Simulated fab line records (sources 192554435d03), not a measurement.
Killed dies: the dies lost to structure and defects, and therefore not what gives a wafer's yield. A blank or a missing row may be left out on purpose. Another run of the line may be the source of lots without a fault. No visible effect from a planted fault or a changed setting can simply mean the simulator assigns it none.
Matching of chambers    flow n5 finfet    3 sister chambers for N5_ZERO_LAYER_PECVD_02 on pecvd-03
The step deposits SiO2 from SiH4/N2O, target thk 10 nm, time 6 s. 16 wafers are shown with their chamber, then 8 later ones without.

== WAFERS PAIRED WITH THEIR CHAMBERS ==
wafer   chamber  showerhead plenum p Torr (Torr)  showerhead vpp V (V)  rf fwd power W (W)
L075.3  0        8.31                             1042                  274.5
L075.5  0        8.28                             1038                  275.0
L075.6  2        8.21                             1075                  272.1
L077.1  1        8.18                             1050                  270.6
L077.5  0        8.29                             1040                  272.9
L077.6  1        8.15                             1052                  272.7
L079.2  2        8.20                             1059                  272.8
L079.4  2        8.18                             1047                  271.6
L079.6  0        8.33                             1029                  274.2
L085.2  1        8.16                             1054                  273.7
L085.5  1        8.17                             1058                  273.8
L085.6  2        8.18                             1064                  273.3
L087.3  1        8.18                             1047                  272.7
L087.5  0        8.31                             1034                  273.7
L087.6  1        8.17                             1044                  273.6
L091.1  2        8.18                             1049                  272.6

SIGNATURES, as means of the wafers listed above
reading                   chamber 0  chamber 1  chamber 2  scatter within a chamber
showerhead plenum p Torr  8.3040     8.1683     8.1900     0.0152
showerhead vpp V          1036.60    1050.83    1058.80    7.63
rf fwd power W            274.060    272.850    272.480    0.944
Rule: distance of a wafer from a chamber = root of the sum over the readings of ((wafer's reading minus chamber's mean) / reading's scatter) squared. If the next closest chamber is less than 2 further off than the closest, the wafer can't be placed; otherwise it belongs to the closest. The scatter: take each reading less its chamber's mean, square it, sum over the shown wafers, divide by the number of wafers less the number of chambers, and take the root.

== WAFERS WITHOUT THEIR CHAMBER ==
wafer   showerhead plenum p Torr (Torr)  showerhead vpp V (V)  rf fwd power W (W)
L091.4  8.31                             1049                  273.4
L091.5  8.17                             1058                  272.4
L095.3  8.17                             1026                  273.1
L095.5  8.19                             1060                  272.1
L095.6  8.30                             1031                  273.0
L097.2  8.17                             1060                  272.2
L097.4  8.17                             1035                  272.6
L097.6  8.15                             1048                  271.4

== WHICH CHAMBER EACH ONE RAN IN ==
wafer   from the rows above      in truth
L091.4  0                        0
L091.5  can't be placed: 1 or 2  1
L095.3  can't be placed: 1 or 2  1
L095.5  can't be placed: 2 or 1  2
L095.6  0                        0
L097.2  can't be placed: 2 or 1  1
L097.4  can't be placed: 1 or 2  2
L097.6  can't be placed: 1 or 2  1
Correctly placed: 2 of 8. Not placeable from these rows: 6 (in 6, the candidates include the true chamber). Placed wrongly: 0.
